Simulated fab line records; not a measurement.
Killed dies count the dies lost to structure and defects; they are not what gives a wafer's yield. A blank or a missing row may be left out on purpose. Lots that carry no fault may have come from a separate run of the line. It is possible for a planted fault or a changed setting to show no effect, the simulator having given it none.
Problem report in the 8D (eight disciplines) form, filled by code -- flow n5_finfet -- the parts of the form that need people (team, actions taken, sign-off) are left out
Where a reading is given only as a bound, like >300, the bound stands for it, and a mean or a difference that rests on one is marked > or <: the true number lies beyond.

1. WHAT WENT WRONG
Wafers without a fault read 72, standard deviation 25; raw_defect_count at N5_BEOL_M15_INSPECT_55 reads a mean of 388 on 6 wafers belonging to 2 lots. Measured from the usual mean, that is +13 standard deviations.
The step: inspects for defects (darkfield).
First observed at day 18 01:20: wafer L850.3, on defect_inspect-02. Wafers with a number at this step in the record: 12, from 4 lots. Rule for "out", or "out of limits": more than 4 standard deviations from the usual mean. The rest of the wafers with a number are treated as sound.

2. WHAT THIS IS AND IS NOT
question,is,is not
which readings at this step,raw_defect_count,-
which lots,"L850, L852","L839, L856"
which wafers of those lots,all that have a number,-
read on which gauges,"defect_inspect-01, defect_inspect-02",-
when,from day 18 01:20,up to then (3 sound wafers); but 3 sound wafers of L856 came after

3. SUSPECTS, AND WHAT RULES EACH OUT
Counting: any tool at a process step up to the reading is kept as a suspect provided that every lot that is out went through it and no sound lot did after the first of them.
- the gauge at N5_BEOL_M15_INSPECT_55: ruled out. Those wafers that are out were read across 2 gauges (defect_inspect-01, defect_inspect-02).
- pecvd-01 at N5_BEOL_M15_PRE_CLEAN_52 (time 15 s): kept. Every lot that is out went through it, starting with L850 (day 18 01:13), and after that it ran no sound lot; the last sound lot it ran before then is L839 (day 14 17:42).
After counting, what remains is pecvd-01 at N5_BEOL_M15_PRE_CLEAN_52.

4. THE CAUSE (what the simulator had put in)
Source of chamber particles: pecvd-01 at N5_BEOL_M15_PRE_CLEAN_52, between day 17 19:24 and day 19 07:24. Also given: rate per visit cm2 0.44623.
After counting, this tool was the only one left.

5. THE CHAIN OF EFFECTS, in route order
Each row: a reading whose mean over the struck wafers that have a number lies more than 3 standard deviations from the usual. Readings are gone through only where the record gives a usual standard deviation; hours: the median, over the lots, of the time from a lot's start at the first step in this table giving one to that lot's start at this step; sigmas: the change measured in usual standard deviations.
hours,step,reading,usual,on struck wafers,change,sigmas
0,N5_BEOL_M15_INSPECT_55,raw_defect_count,72,388,+316,+13
3,N5_MIM_TOP_LITHO_INSPECT_12,raw_defect_count,2.1,>295,>+293,+99 or more
4,N5_MIM_BOT_LITHO_INSPECT_12,raw_defect_count,2.0,>297,>+295,+99 or more
12,N5_PASSIVATION_PROBE_49,defect_limited_yield,91.4 %,84.5,-6.9,-5.7
12,N5_PASSIVATION_PROBE_49,killed_at_M4_up,14,99,+85,+14
12,N5_PASSIVATION_PROBE_49,killed_dies,102,183,+81,+5.4
12,N5_PASSIVATION_PROBE_49,sort_bin_5_function,5.1 %,10.2,+5.1,+6.3
12,N5_PASSIVATION_PROBE_49,sort_n_pass,1078,997,-81,-5.4
12,N5_PASSIVATION_PROBE_49,sort_yield_pct,91.4 %,84.5,-6.9,-5.7
Process steps it contains:
- N5_PASSIVATION_PROBE_49

6. WHAT WOULD HAVE CAUGHT IT SOONER
Counted from the fault's start at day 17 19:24, it took 6 hours until the first out-of-limits reading at a measuring or inspecting step in this record, taken at day 18 01:20.
Lots out: 2; of these, L852 started N5_BEOL_M15_PRE_CLEAN_52 on pecvd-01 after day 18 01:20. A hold on the tool at that time would have spared it.
